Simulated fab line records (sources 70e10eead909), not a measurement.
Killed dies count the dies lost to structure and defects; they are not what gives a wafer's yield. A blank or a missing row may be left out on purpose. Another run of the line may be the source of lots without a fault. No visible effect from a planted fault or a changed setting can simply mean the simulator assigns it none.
Comparing a struck lot with a sound one || flow nand harc || 40 steps out of a route of 1159
Sound: wafers L519.3, L519.5, L519.6. Wafers L520.3, L520.5, L520.6 were the ones struck. The cause is given at the end.
At each step with rows: each side's tool, then ch and its chambers, then its first start. Under that, the readings that differ: sound wafers || struck wafers || difference of the means || sigmas: that difference in standard deviations of wafers without a fault.
alike: a reading whose means differ by less than 2 such deviations, as well as words and numbers matching on both sides. not compared: withheld readings; readings where some wafer has no value; bounds like >300 that might hide an equal value; numbers whose values overlap and for which the record gives no deviation.
The two part at a step that has a row with sigmas, a row that says differs or no value, or rows on one side only. Numbers that don't overlap but have no deviation are shown without sigmas and don't part them. Lack of a reading on every wafer of one side parts them only where that side has two or more wafers.

first, 7 steps without rows for these wafers: NHARC_A_CHANNEL_HOLE_D1_STRIP_41 (strips in N2/H2); NHARC_A_CHANNEL_HOLE_D1_STRIP_42 (strips in CF4/CHF3); NHARC_A_CHANNEL_HOLE_D1_STRIP_43 (strips in O2/COS); NHARC_A_CHANNEL_HOLE_D1_ETCH_44 (etches the open film in CF4/O2, target depth 140 nm, overetch 14 nm, time 77 s); NHARC_A_CHANNEL_HOLE_D1_STRIP_27 (strips in O2); NHARC_A_CHANNEL_HOLE_D1_PRECLEAN_28 (cleans in SC1); NHARC_A_CHANNEL_HOLE_D1_SRD_29.
NHARC_A_CHANNEL_HOLE_D1_CD_MEAS_30:
  sound on cd sem-02 at day 9 13:46; struck on cd sem-01 at day 10 07:33
  alike: cd nm
after that, 1 step had no rows for these wafers: NHARC_A_CHANNEL_HOLE_D1_XSEM_31.
NHARC_A_CHANNEL_HOLE_D1_INSPECT_40:
  sound on defect inspect-01 at day 9 13:58; struck on defect inspect-02 at day 10 07:44
  alike: raw defect count
then, 2 steps without rows for these wafers: NHARC_A_CHANNEL_FILL_D1_PRECLEAN_00 (cleans in SC1); NHARC_A_CHANNEL_FILL_D1_SRD_01.
NHARC_A_CHANNEL_FILL_D1_ALD_02: deposits SiO2, target thk 6 nm, pulse time 10 s, ald cycles 60.
  sound on ald hk-04 ch 0,1,2, day 9 14:35; struck on ald hk-04 ch 1,2,3, day 10 08:14
  alike: heater power w, precursor pulse height rel
NHARC_A_CHANNEL_FILL_D1_ALD_03: deposits SiNx, target thk 6 nm, pulse time 60 s, ald cycles 58.
  sound on ald sin batch-01 ch 0; struck on ald sin batch-03 ch 0
  alike: precursor pulse height rel
then, 2 steps without rows for these wafers: NHARC_A_CHANNEL_FILL_D1_ALD_14 (deposits SiO2, target thk 2.5 nm, pulse time 10 s, ald cycles 25); NHARC_A_CHANNEL_FILL_D1_ALD_15 (deposits SiNx, target thk 2 nm, pulse time 60 s, ald cycles 19).
NHARC_A_CHANNEL_FILL_D1_ALD_16: deposits SiO2, target thk 1.5 nm, pulse time 10 s, ald cycles 15.
  sound on ald hk-01 ch 0,1,3, day 10 02:07; struck on ald hk-03 ch 1,2, day 11 00:33
  alike: heater power w, precursor pulse height rel
then, 4 steps without rows for these wafers: NHARC_A_CHANNEL_FILL_D1_ANNEAL_17 (time 1800 s); NHARC_A_CHANNEL_FILL_D1_CVD_18 (deposits poly-Si, target thk 3 nm); NHARC_A_CHANNEL_FILL_D1_ETCHBACK_19 (etches the open film in HBr/Cl2, target depth 5 nm, time 1.7 s); NHARC_A_CHANNEL_FILL_D1_ETCHBACK_20 (etches the open film in C4F8/O2/Ar, target depth 27 nm, time 13.5 s).
NHARC_A_CHANNEL_FILL_D1_STRIP_28: strips in O2, time 20 s.
  sound on rie diel-04 ch 0,1,2, day 10 14:02; struck on rie diel-01 ch 1,2, day 11 12:31
  alike: drypump motor current A, oes product au, rf vpp V, showerhead plenum p Torr, throttle valve pct
  not compared: rf hours counter h
then, 4 steps without rows for these wafers: NHARC_A_CHANNEL_FILL_D1_PRECLEAN_21 (cleans in dHF, time 30 s); NHARC_A_CHANNEL_FILL_D1_SRD_23; NHARC_A_CHANNEL_FILL_D1_CVD_05 (deposits poly-Si, target thk 5 nm); NHARC_A_CHANNEL_FILL_D1_ANNEAL_22 (time 7200 s).
NHARC_A_CHANNEL_FILL_D1_ALD_25: deposits SiOx, target thk 60 nm, pulse time 10 s, ald cycles 600.
  sound on ald hk-01 ch 0,2,3, day 11 04:28; struck on ald hk-03 ch 0,1,2, day 12 01:23
  alike: heater power w, precursor pulse height rel
then, 1 step without rows for these wafers: NHARC_A_CHANNEL_FILL_D1_ETCHBACK_08 (etches the open film in C4F8, target depth 220 nm, time 110 s).
NHARC_A_CHANNEL_FILL_D1_STRIP_29: strips in O2, time 20 s.
  sound on rie diel-04 ch 0,1,2; struck on rie diel-04 ch 0,3, day 12 05:53
  alike: drypump motor current A, oes product au, rf vpp V, showerhead plenum p Torr, throttle valve pct
  not compared: rf hours counter h
then, 9 steps without rows for these wafers: NHARC_A_CHANNEL_FILL_D1_PRECLEAN_30 (cleans in dHF, time 30 s); NHARC_A_CHANNEL_FILL_D1_SRD_31; NHARC_A_CHANNEL_FILL_D1_CVD_09 (deposits poly-Si, target thk 150 nm, time 3000 s); NHARC_A_CHANNEL_FILL_D1_CMP_10 (polishes, target thk 150 nm); NHARC_A_CHANNEL_FILL_D1_SRD_12; NHARC_A_CHANNEL_FILL_D1_RTA_24 (time 5 s); NHARC_A_STAIRCASE_DEP_156 (deposits SiNx, target thk 50 nm); NHARC_A_STAIRCASE_DEHYDRATE_158 (time 120 s); NHARC_A_STAIRCASE_HMDS_159 (time 30 s).
-- here the record skips 4 days between the struck wafers' starts before and after, leaving off in module A_STAIRCASE and picking up in module A_SGD_CUT (first step shown: number 761 of the route) --
NHARC_A_SGD_CUT_DESCUM_14: chemistry O2, time 3 s.
  sound on rie diel-07 ch 0,1,3, day 14 13:43; struck on rie diel-07 ch 0,1, day 16 11:44
{"reading": "hold", "sound": "- - -", "struck": "await dispo/2.1h/release await dispo/2.1h/release await dispo/2.1h/release", "difference": "no value on the sound wafers", "sigmas": ""}
  alike: drypump motor current A, oes product au, rf vpp V, showerhead plenum p Torr, throttle valve pct
  not compared: rf hours counter h
-- jump in the record: it breaks off in module A_SGD_CUT and resumes in module END (first step shown: number 1159 of the route), and 7 days separate the struck wafers' starts before and after --
NHARC_END_SORT_01:
  the record has rows for the struck wafers here (prober-02 ch 0, day 23 00:26) and none for the sound ones

WHERE THEY PART
Earliest at NHARC_A_SGD_CUT_DESCUM_14; latest, in this record, at NHARC_END_SORT_01.

WHY: the cause the simulator had injected
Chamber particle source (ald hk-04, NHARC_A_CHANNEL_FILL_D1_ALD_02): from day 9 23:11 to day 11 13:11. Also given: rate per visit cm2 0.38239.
